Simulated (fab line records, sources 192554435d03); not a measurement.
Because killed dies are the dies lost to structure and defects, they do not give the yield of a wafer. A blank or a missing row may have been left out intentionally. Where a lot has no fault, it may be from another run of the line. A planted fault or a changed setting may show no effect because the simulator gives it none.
Comparing a struck lot with a sound one -- flow n5Finfet -- 37 steps out of a route of 1938
Sound: these wafers, L616.2, L616.3, L616.5. Struck: wafers L629.1, L629.3, L629.5. The cause is named last.
Per side, at each step with rows, come the tool, then ch with its chambers, and then its first start. Under that, the readings that differ: sound wafers -- struck wafers -- difference of the means -- sigmas: that difference in standard deviations of wafers without a fault.
alike: a reading whose means differ by less than 2 such deviations, as well as words and numbers matching on both sides. not compared: withheld readings; readings where some wafer has no value; bounds like >300 that might hide an equal value; numbers whose values overlap and for which the record gives no deviation.
The two part at a step that has a row with sigmas, a row that says differs or no value, or rows on one side only. Numbers that don't overlap but have no deviation are shown without sigmas and don't part them. A reading that every wafer of one side lacks parts them only if that side has two wafers or more.

first, 8 steps without rows for these wafers: N5_BEOL_M15_SPUTTER_43 (material TaN, target thk 15 nm, time 24.19 s); N5_BEOL_M15_SPUTTER_44 (material Ta, target thk 15 nm, time 24.19 s); N5_BEOL_M15_SPUTTER_45 (material Cu, target thk 100 nm, time 16.67 s); N5_BEOL_M15_ECD_47 (material Cu, target thk 1860 nm); N5_BEOL_M15_ANNEAL_48 (time 90 s); N5_BEOL_M15_CMP_49 (polishes, stops on SiO2, t overpolish 4.9 s, target thk 850 nm); N5_BEOL_M15_PRE_CLEAN_52 (time 15 s); N5_BEOL_M15_DEP_53 (deposits SiCN from 3MS/NH3, target thk 50 nm, time 17.8 s).
N5_PASSIVATION_PECVD_00: deposits SiO2 from SiH4/N2O, target thk 200 nm, time 11.2 s.
  sound on pecvd-03 ch 0,1,2, day 12 17:52; struck on pecvd-03 ch 1,2, day 16 19:41
reading,sound,struck,difference,sigmas
model.SiO2_of_PASSIVATION_PECVD_00.thkNm (nm),198.8 196.4 197.6,267.8 265.8 269.8,+70.2,
  alike: heaterPowerW, showerheadPlenumPTorr, throttleValvePct
then, 26 steps without rows for these wafers: N5_MIM_BOT_DEGAS_01 (time 60 s); N5_MIM_BOT_SPUTTER_00 (material TiN, target thk 35 nm, time 89.7 s); N5_MIM_TOP_ALD_00 (deposits Al2O3, purge time 3 s, co reactant pulse time 3 s); N5_MIM_TOP_ALD_01 (deposits HfO2, target thk 5.6 nm, pulse time 1 s, purge time 3 s); N5_MIM_TOP_ALD_02 (deposits Al2O3, purge time 3 s, co reactant pulse time 3 s); N5_MIM_TOP_DEGAS_04 (time 60 s); N5_MIM_TOP_SPUTTER_03 (material TiN, target thk 35 nm, time 89.7 s); N5_MIM_TOP_LITHO_HMDS_01 (time 60 s); N5_MIM_TOP_LITHO_COAT_02; N5_MIM_TOP_LITHO_EBR_04; N5_MIM_TOP_LITHO_SOFTBAKE_03 (time 90 s); N5_MIM_TOP_LITHO_EXPOSE_05 (exposes mask MIM TOP, target cd 2000 nm); N5_MIM_TOP_LITHO_PEB_06; N5_MIM_TOP_LITHO_DEVELOP_07 (develop time 60 s); N5_MIM_TOP_LITHO_HARDBAKE_09 (time 120 s); N5_MIM_TOP_LITHO_DESCUM_10 (chemistry O2, time 7.9 s); N5_MIM_TOP_ETCH_ETCH_00 (etches TiN in Cl2/BCl3, target depth 38.5 nm); N5_MIM_TOP_ETCH_STRIP_01 (strips in O2); N5_MIM_TOP_ETCH_PECVD_03 (deposits SiNx from SiH4/NH3/N2, target thk 20 nm, time 17.6 s); N5_MIM_BOT_LITHO_HMDS_01 (time 60 s); N5_MIM_BOT_LITHO_COAT_02; N5_MIM_BOT_LITHO_EBR_04; N5_MIM_BOT_LITHO_SOFTBAKE_03 (time 90 s); N5_MIM_BOT_LITHO_EXPOSE_05 (exposes mask MIM BOT); N5_MIM_BOT_LITHO_PEB_06; N5_MIM_BOT_LITHO_DEVELOP_07 (develop time 60 s).
N5_MIM_BOT_ETCH_ETCH_00: etches TiN in Cl2/BCl3, target depth 45.5 nm.
  sound on rieMetal-03 ch 0,1, day 12 20:44; struck on rieMetal-03 ch 0,1, day 17 00:44
reading,sound,struck,difference,sigmas
model.SiO2_of_PASSIVATION_PECVD_00.thkNm (nm),196.4 193.8 195,265.2 263.2 267.2,+70.1,
  alike: drypumpMotorCurrentA, heBacksideLeakSccm, oesProductAu, throttleValvePct
  not compared: rfHoursCounterH
following that, these wafers have no rows for 1 step: N5_PASSIVATION_PROBE_49.

## WHERE THEY PART
Nowhere in this record.

WHY: what had been put in by the simulator
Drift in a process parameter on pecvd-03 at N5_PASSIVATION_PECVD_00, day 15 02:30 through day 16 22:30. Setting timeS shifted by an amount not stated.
